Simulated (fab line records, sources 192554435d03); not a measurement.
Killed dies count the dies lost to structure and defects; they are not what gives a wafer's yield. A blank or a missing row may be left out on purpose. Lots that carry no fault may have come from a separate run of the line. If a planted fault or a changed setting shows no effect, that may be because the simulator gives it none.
fab line records + flow n5_finfet
record
- lots=12
- wafers=36
- last_day=19
route steps=1938 shown FIN_SAQP@130 FIN_CUT@156
lots that met no fault: from a run of the same line without faults
start_h: hours from the record's opening day to when the first of the lot's shown wafers began + wait_h: time in hours since the lot's previous step + " as in the row above + L1.1+2: a row that stands for several wafers + - no value, or no start given + * or withheld: withheld + < > ~ a bound
route shown NAME@n: a module of which the file shows steps, and the number in the route of the first + usual: average and standard deviation across the fault-free wafers + same: alike in all rows + chamber/n: place in a boat + sites: the reading at each site + _std_site: standard deviation of those values + _edge_site: the outer-site mean with the inner-site mean subtracted + radius_mm: for every site, how far away it sits from the centre of the wafer + mask NAME#n: copy n + behind: tool/chamber where the wafer was last shaped + hold: reason for holding the lot/hours on hold/outcome of the hold + device: names the non-switching transistor (n, p or np) + end of line: the route-end tests of the same wafers + step lacking rows: just its recipe + killed: count of dies lost to structure and defects at first sort (not the wafer's yield) + map: shows each die of a wafer: x if killed, . if not, _ if none is there
set.NAME: the setting the step ran with; set.NAME@STEP: the setting that earlier step ran with + model.NAME: the simulator's own value behind a step, which no gauge read
a sample of lots followed through the steps of the route, with each step as a table and each wafer as a row
services: from which hour (start_h, from the record's first day; less than 0 if before it) a tool's chamber was out of use, for how many hours, and why
## steps
# step N5_FIN_SAQP_ETCH_65
# recipe
- chemistry=CF4
- target=SiO2
- target_depth_a=40
- ion_energy_ev=350
- time_s=4.4
- pressure_mtorr=10
- icp_w=800
- bias_w=400
- cf4_flow_sccm=80
# usual
- drypump_motor_current_A=5.9/0.35
- oes_product_au=0.995/0.014
- throttle_valve_pct=21.79/0.22
| lot.wafer | tool      | chamber | start_h | wait_h | drypump_motor_current_A | oes_product_au | rf_hours_counter_h | throttle_valve_pct |
|-----------|-----------|---------|---------|--------|-------------------------|----------------|--------------------|--------------------|
| L539.2    | rie_si-06 | 1       | 24.81   | 0.1    | 5.8                     | 0.998          | 16                 | 21.81              |
| L539.3    | "         | 3       | "       | "      | 5.1                     | 0.988          | 74                 | 21.83              |
| L539.5    | "         | 1       | "       | "      | 5.9                     | 1.006          | -                  | 21.80              |
| L540.1    | rie_si-06 | 1       | 31.88   | 0.1    | 5.8                     | 1.010          | 16                 | 21.82              |
| L540.5    | "         | 0       | "       | "      | 6.5                     | 1.012          | -                  | 21.35              |
| L540.6    | "         | 1       | "       | "      | 5.8                     | 1.011          | -                  | 21.82              |
| L541.2    | rie_si-06 | 3       | 35.78   | 0.1    | 5.1                     | 0.985          | 74                 | 21.84              |
| L541.3    | "         | 1       | "       | "      | 5.8                     | 0.996          | 16                 | 21.80              |
| L541.5    | "         | 0       | "       | "      | 6.5                     | 1.012          | -                  | 21.35              |
| L544.3    | rie_si-03 | 0       | 54.72   | 0.1    | 5.9                     | 0.973          | 119                | 21.60              |
| L544.5    | "         | 1       | "       | "      | 6.1                     | 0.995          | -                  | 22.08              |
| L544.6    | "         | 0       | "       | "      | 5.9                     | 0.982          | -                  | 21.60              |
| L547.2    | rie_si-03 | 2       | 72.40   | 0.1    | 6.1                     | 0.983          | 38                 | 21.85              |
| L547.4    | "         | 3       | "       | "      | 5.4                     | 0.992          | 97                 | 21.80              |
| L547.5    | "         | 0       | "       | "      | 5.9                     | 0.996          | -                  | 21.58              |
| L548.2    | rie_si-06 | 2       | 79.89   | 0.1    | 6.1                     | 1.009          | 130                | 21.79              |
| L548.5    | "         | 2       | "       | "      | 6.1                     | 1.007          | -                  | 21.81              |
| L548.6    | "         | 1       | "       | "      | 5.8                     | 0.987          | -                  | 21.81              |
| L549.1    | rie_si-03 | 2       | 84.84   | 0.1    | 6.2                     | 0.979          | 38                 | 21.88              |
| L549.3    | "         | 0       | "       | "      | 5.9                     | 0.972          | 120                | 21.58              |
| L549.4    | "         | 3       | "       | "      | 5.4                     | 0.990          | 98                 | 21.80              |
| L550.1    | rie_si-03 | 2       | 90.15   | 0.1    | 6.2                     | 0.994          | 39                 | 21.87              |
| L550.2    | "         | 1       | "       | "      | 6.1                     | 1.004          | 21                 | 22.10              |
| L550.5    | "         | 2       | "       | "      | 6.2                     | 1.000          | -                  | 21.89              |
| L553.1    | rie_si-03 | 0       | 107.77  | 0.1    | 5.9                     | 0.979          | 120                | 21.58              |
| L553.2    | "         | 2       | "       | "      | 6.1                     | 0.983          | 39                 | 21.87              |
| L553.4    | "         | 1       | "       | "      | 6.1                     | 1.007          | 21                 | 22.09              |
| L554.1    | rie_si-03 | 2       | 115.24  | 0.1    | 6.2                     | 0.983          | 39                 | 21.87              |
| L554.2    | "         | 3       | "       | "      | 5.4                     | 0.986          | 98                 | 21.78              |
| L554.6    | "         | 1       | "       | "      | 6.1                     | 0.996          | -                  | 22.10              |
| L556.2    | rie_si-01 | 0       | 126.93  | 0.1    | 5.5                     | 0.989          | 169                | 21.53              |
| L556.4    | "         | 2       | "       | "      | 5.5                     | 1.011          | 9                  | 22.08              |
| L556.6    | "         | 0       | "       | "      | 5.5                     | 0.994          | -                  | 21.53              |
| L558.1    | rie_si-03 | 1       | 138.68  | 0.1    | 6.1                     | 1.005          | 22                 | 22.08              |
| L558.2    | "         | 3       | "       | "      | 5.4                     | 0.990          | 99                 | 21.81              |
| L558.5    | "         | 0       | "       | "      | 5.9                     | 0.986          | -                  | 21.59              |
# step N5_FIN_SAQP_RECESS_63
# recipe
- chemistry=HF/NH3
- target=SiO2
- target_depth_a=180
- afs_cycles=3
- temp_c=30
- sublimation_temp_c=180
- sublimation_time_s=60
# usual
- drypump_motor_current_A=5.5/0.3
| lot.wafer | tool          | chamber | start_h | wait_h | drypump_motor_current_A |
|-----------|---------------|---------|---------|--------|-------------------------|
| L539.2    | vapor_etch-02 | 1       | 24.93   | 0.1    | 5.8                     |
| L539.3    | "             | 1       | "       | "      | 5.8                     |
| L539.5    | "             | 1       | "       | "      | 5.8                     |
| L540.1    | vapor_etch-02 | 0       | 31.99   | 0.1    | 5.7                     |
| L540.5    | "             | 1       | "       | "      | 5.8                     |
| L540.6    | "             | 0       | "       | "      | 5.7                     |
| L541.2    | vapor_etch-01 | 1       | 35.90   | 0.1    | 5.4                     |
| L541.3    | "             | 1       | "       | "      | 5.4                     |
| L541.5    | "             | 1       | "       | "      | 5.3                     |
| L544.3    | vapor_etch-02 | 1       | 54.95   | 0.2    | 5.8                     |
| L544.5    | "             | 0       | "       | "      | 5.7                     |
| L544.6    | "             | 1       | "       | "      | 5.8                     |
| L547.2    | vapor_etch-01 | 1       | 72.64   | 0.2    | 5.4                     |
| L547.4    | "             | 1       | "       | "      | 5.4                     |
| L547.5    | "             | 1       | "       | "      | 5.4                     |
| L548.2    | vapor_etch-02 | 1       | 80.00   | 0.1    | 5.8                     |
| L548.5    | "             | 1       | "       | "      | 5.9                     |
| L548.6    | "             | 0       | "       | "      | 5.7                     |
| L549.1    | vapor_etch-01 | 1       | 84.95   | 0.1    | 5.4                     |
| L549.3    | "             | 1       | "       | "      | 5.4                     |
| L549.4    | "             | 1       | "       | "      | 5.4                     |
| L550.1    | vapor_etch-01 | 1       | 90.26   | 0.1    | 5.4                     |
| L550.2    | "             | 0       | "       | "      | 4.9                     |
| L550.5    | "             | 1       | "       | "      | 5.4                     |
| L553.1    | vapor_etch-02 | 1       | 107.89  | 0.1    | 5.8                     |
| L553.2    | "             | 0       | "       | "      | 5.7                     |
| L553.4    | "             | 0       | "       | "      | 5.7                     |
| L554.1    | vapor_etch-02 | 1       | 115.35  | 0.1    | 5.8                     |
| L554.2    | "             | 0       | "       | "      | 5.7                     |
| L554.6    | "             | 0       | "       | "      | 5.7                     |
| L556.2    | vapor_etch-02 | 1       | 127.05  | 0.1    | 5.8                     |
| L556.4    | "             | 1       | "       | "      | 5.8                     |
| L556.6    | "             | 0       | "       | "      | 5.7                     |
| L558.1    | vapor_etch-02 | 0       | 138.80  | 0.1    | 5.6                     |
| L558.2    | "             | 1       | "       | "      | 5.8                     |
| L558.5    | "             | 1       | "       | "      | 5.8                     |
# step N5_FIN_SAQP_ETCH_34
# recipe
- chemistry=C4F6/O2
- target=SiO2
- target_depth_a=450
- time_s=15
- ion_energy_ev=250
- pressure_mtorr=30
- source_w=345
- bias_w=185
- Ar_flow_sccm=300
- C4F6_flow_sccm=10
- O2_flow_sccm=10
- ends=cleared
# usual
- drypump_motor_current_A=5.49/0.22
- etch_rf_on_time_s=15.03/0.18
- oes_product_au=0.68/0.071
- rf_vpp_V=668/5.1
- showerhead_plenum_p_Torr=2.86/0.089
- throttle_valve_pct=21.06/0.21
| lot.wafer | tool        | chamber | start_h | wait_h | drypump_motor_current_A | etch_rf_on_time_s | oes_product_au | rf_hours_counter_h | rf_vpp_V | showerhead_plenum_p_Torr | throttle_valve_pct |
|-----------|-------------|---------|---------|--------|-------------------------|-------------------|----------------|--------------------|----------|--------------------------|--------------------|
| L539.2    | rie_diel-03 | 2       | 26.55   | 0.0    | 5.62                    | 14.80             | 0.68           | 92                 | 660      | 2.65                     | 21.03              |
| L539.3    | "           | 0       | "       | "      | 5.45                    | 14.94             | 0.67           | 107                | 667      | 2.87                     | 20.96              |
| L539.5    | "           | 2       | "       | "      | 5.61                    | 14.82             | 0.69           | -                  | 660      | 2.65                     | 21.02              |
| L540.1    | rie_diel-06 | 2       | 33.91   | 0.0    | 5.25                    | 14.85             | 0.66           | 141                | 674      | 2.86                     | 20.77              |
| L540.5    | "           | 2       | "       | "      | 5.28                    | 14.90             | 0.66           | -                  | 674      | 2.86                     | 20.77              |
| L540.6    | "           | 3       | "       | "      | 5.34                    | 14.86             | 0.72           | -                  | 673      | 2.88                     | 21.12              |
| L541.2    | rie_diel-05 | 0       | 37.32   | 0.0    | 5.12                    | 15.21             | 0.68           | 115                | 661      | 2.97                     | 21.28              |
| L541.3    | "           | 1       | "       | "      | 5.54                    | 15.44             | 0.61           | 204                | 672      | 2.93                     | 21.20              |
| L541.5    | "           | 2       | "       | "      | 5.92                    | 15.17             | 0.65           | -                  | 675      | 2.86                     | 20.89              |
| L544.3    | rie_diel-03 | 0       | 56.61   | 0.0    | 5.44                    | 15.10             | 0.66           | -                  | 665      | 2.86                     | 20.96              |
| L544.5    | "           | 0       | "       | "      | 5.44                    | 15.10             | 0.66           | -                  | 668      | 2.86                     | 20.95              |
| L544.6    | "           | 3       | "       | "      | 5.26                    | 14.93             | 0.83           | -                  | 667      | 2.90                     | 21.21              |
| L547.2    | rie_diel-05 | 0       | 74.67   | 0.0    | 5.12                    | 15.21             | 0.66           | 128                | 661      | 2.96                     | 21.29              |
| L547.4    | "           | 0       | "       | "      | 5.13                    | 15.17             | 0.66           | -                  | 662      | 2.96                     | 21.29              |
| L547.5    | "           | 1       | "       | "      | 5.59                    | 15.34             | 0.60           | -                  | 673      | 2.92                     | 21.21              |
| L548.2    | rie_diel-06 | 2       | 81.50   | 0.0    | 5.25                    | 15.05             | 0.64           | 156                | 674      | 2.85                     | 20.79              |
| L548.5    | "           | 0       | "       | "      | 5.56                    | 15.20             | 0.65           | -                  | 665      | 2.74                     | 21.20              |
| L548.6    | "           | 3       | "       | "      | 5.30                    | 15.00             | 0.71           | -                  | 672      | 2.88                     | 21.14              |
| L549.1    | rie_diel-03 | 2       | 87.52   | 0.0    | 5.61                    | 15.00             | 0.66           | 113                | 658      | 2.64                     | 21.05              |
| L549.3    | "           | 1       | "       | "      | 5.43                    | 14.79             | 0.83           | 7                  | 675      | 2.90                     | 20.62              |
| L549.4    | "           | 0       | "       | "      | 5.46                    | 15.14             | 0.64           | 133                | 667      | 2.86                     | 20.99              |
| L550.1    | rie_diel-05 | 0       | 91.82   | 0.0    | 5.11                    | 15.13             | 0.65           | 137                | 662      | 2.96                     | 21.30              |
| L550.2    | "           | 2       | "       | "      | 5.90                    | 15.19             | 0.64           | 167                | 675      | 2.85                     | 20.92              |
| L550.5    | "           | 3       | "       | "      | 5.60                    | 15.00             | 0.85           | -                  | 668      | 2.92                     | 20.89              |
| L553.1    | rie_diel-05 | 1       | 109.28  | 0.0    | 5.55                    | 15.36             | 0.59           | 231                | 671      | 2.92                     | 21.24              |
| L553.2    | "           | 0       | "       | "      | 5.11                    | 15.08             | 0.65           | 143                | 662      | 2.96                     | 21.33              |
| L553.4    | "           | 3       | "       | "      | 5.62                    | 14.87             | 0.83           | 7                  | 668      | 2.91                     | 20.90              |
| L554.1    | rie_diel-06 | 3       | 116.75  | 0.0    | 5.33                    | 15.03             | 0.69           | 104                | 672      | 2.87                     | 21.17              |
| L554.2    | "           | 2       | "       | "      | 5.27                    | 14.94             | 0.63           | 169                | 674      | 2.84                     | 20.81              |
| L554.6    | "           | 3       | "       | "      | 5.32                    | 15.13             | 0.70           | -                  | 672      | 2.87                     | 21.16              |
| L556.2    | rie_diel-03 | 2       | 128.82  | 0.0    | 5.61                    | 14.91             | 0.66           | 127                | 659      | 2.64                     | 21.06              |
| L556.4    | "           | 3       | "       | "      | 5.31                    | 14.71             | 0.77           | 31                 | 668      | 2.89                     | 21.24              |
| L556.6    | "           | 2       | "       | "      | 5.62                    | 14.87             | 0.66           | -                  | 658      | 2.64                     | 21.09              |
| L558.1    | rie_diel-05 | 0       | 140.20  | 0.0    | 5.11                    | 15.02             | 0.65           | 152                | 662      | 2.95                     | 21.34              |
| L558.2    | "           | 1       | "       | "      | 5.54                    | 15.21             | 0.59           | 242                | 670      | 2.91                     | 21.24              |
| L558.5    | "           | 0       | "       | "      | 5.13                    | 15.04             | 0.65           | -                  | 661      | 2.95                     | 21.34              |
# step N5_FIN_CUT_COAT_29
# recipe
- resist=underlayer
- temp_c=205
- time_s=60
- spin_rpm=1500
- resist_thk_nm=10
# usual
- spin_speed_rpm=1499.9/1.1
| lot.wafer | tool           | chamber | start_h | wait_h | spin_speed_rpm |
|-----------|----------------|---------|---------|--------|----------------|
| L539.2    | litho_track-01 | 0       | 27.11   | -      | 1501.6         |
| L539.3    | "              | 0       | "       | "      | 1497.7         |
| L539.5    | "              | 0       | "       | "      | 1498.5         |
| L540.1    | litho_track-02 | 0       | 34.41   | -      | 1500.0         |
| L540.5    | "              | 0       | "       | "      | 1501.1         |
| L540.6    | "              | 0       | "       | "      | 1499.5         |
| L541.2    | litho_track-04 | 0       | 37.83   | -      | 1499.9         |
| L541.3    | "              | 0       | "       | "      | 1501.0         |
| L541.5    | "              | 0       | "       | "      | 1500.2         |
| L544.3    | litho_track-04 | 0       | 57.38   | -      | 1500.4         |
| L544.5    | "              | 0       | "       | "      | 1499.7         |
| L544.6    | "              | 0       | "       | "      | 1498.9         |
| L547.2    | litho_track-02 | 0       | 75.17   | -      | 1499.5         |
| L547.4    | "              | 0       | "       | "      | 1497.8         |
| L547.5    | "              | 0       | "       | "      | 1498.5         |
| L548.2    | litho_track-02 | 0       | 82.01   | -      | 1499.4         |
| L548.5    | "              | 0       | "       | "      | 1500.4         |
| L548.6    | "              | 0       | "       | "      | 1500.0         |
| L549.1    | litho_track-01 | 0       | 88.04   | -      | 1502.4         |
| L549.3    | "              | 0       | "       | "      | 1499.9         |
| L549.4    | "              | 0       | "       | "      | 1502.3         |
| L550.1    | litho_track-02 | 0       | 92.32   | -      | 1499.5         |
| L550.2    | "              | 0       | "       | "      | 1499.9         |
| L550.5    | "              | 0       | "       | "      | 1499.9         |
| L553.1    | litho_track-04 | 0       | 109.80  | -      | 1499.2         |
| L553.2    | "              | 0       | "       | "      | 1499.0         |
| L553.4    | "              | 0       | "       | "      | 1498.6         |
| L554.1    | litho_track-02 | 0       | 117.25  | -      | 1552.5         |
| L554.2    | "              | 0       | "       | "      | 1552.1         |
| L554.6    | "              | 0       | "       | "      | 1552.3         |
| L556.2    | litho_track-02 | 0       | 129.32  | -      | 1553.1         |
| L556.4    | "              | 0       | "       | "      | 1554.7         |
| L556.6    | "              | 0       | "       | "      | 1553.9         |
| L558.1    | litho_track-04 | 0       | 140.70  | -      | 1498.1         |
| L558.2    | "              | 0       | "       | "      | 1499.1         |
| L558.5    | "              | 0       | "       | "      | 1500.0         |
## services
| tool           | chamber | start_h | hours | kind                          |
|----------------|---------|---------|-------|-------------------------------|
| rie_diel-05    | 1       | 5.36    | 16.8  | repair                        |
| rie_si-01      | 3       | 5.45    | 46.2  | repair                        |
| rie_diel-03    | 1       | 7.60    | 22.4  | repair                        |
| vapor_etch-01  | 0       | 8.98    | 14.0  | repair                        |
| rie_diel-06    | -       | 13.12   | 2.8   | pm                            |
| litho_track-02 | -       | 13.87   | -     | consumable_replace:filter     |
| rie_diel-05    | -       | 20.76   | 2.8   | pm                            |
| rie_si-01      | 1       | 22.86   | 4.7   | repair                        |
| rie_diel-05    | -       | 24.93   | 0.3   | repair                        |
| rie_diel-03    | 2       | 30.72   | 2.5   | repair                        |
| rie_si-06      | 0       | 36.93   | 2.3   | repair                        |
| rie_si-01      | -       | 40.80   | 0.2   | repair                        |
| litho_track-02 | -       | 52.75   | -     | consumable_replace:filter     |
| rie_diel-03    | 2       | 52.97   | 7.7   | repair                        |
| rie_si-01      | 1       | 57.50   | 3.5   | repair                        |
| rie_diel-05    | 3       | 74.42   | -     | clean                         |
| rie_diel-05    | 3       | 74.42   | -     | consumable_replace:focus_ring |
| vapor_etch-01  | -       | 87.31   | 0.2   | repair                        |
| rie_si-03      | 3       | 89.36   | 2.0   | repair                        |
| rie_si-03      | -       | 95.23   | 0.8   | repair                        |
| rie_si-03      | -       | 110.33  | 0.7   | repair                        |
| rie_diel-06    | 1       | 110.57  | 8.0   | repair                        |
| rie_si-01      | -       | 115.94  | 0.4   | repair                        |
| rie_si-01      | 0       | 140.30  | 7.5   | repair                        |
## key
first_sign
- step=N5_FIN_CUT_COAT_29
- reading=spin_speed_rpm
- direction=up
- sigmas=48
- usual=*
- struck=*
effect none on later readings
met_at N5_FIN_CUT_COAT_29
struck_lots L554,L556
tester_left_out L554,L556
not_acting_at N5_FIN_SAQP_ETCH_65,N5_FIN_SAQP_RECESS_63,N5_FIN_SAQP_ETCH_34
onset_between 92.32 117.25
fault
- kind=process_parameter_drift
- tool=litho_track-02
- chamber=-
- onset_h=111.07
- steps=N5_FIN_CUT_COAT_29
- channel=spin_rpm
- offset=*
- shape=step
- end_h=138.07
- acts_in=*
- stated=*
# tester_left_out: of these lots the tester's yield and bins aren't shown, on N5 and GAA mostly nor the transistor test; their killed dies are dies lost to structure and defects alone, not to doping, threshold or leakage, so they don't give the yield
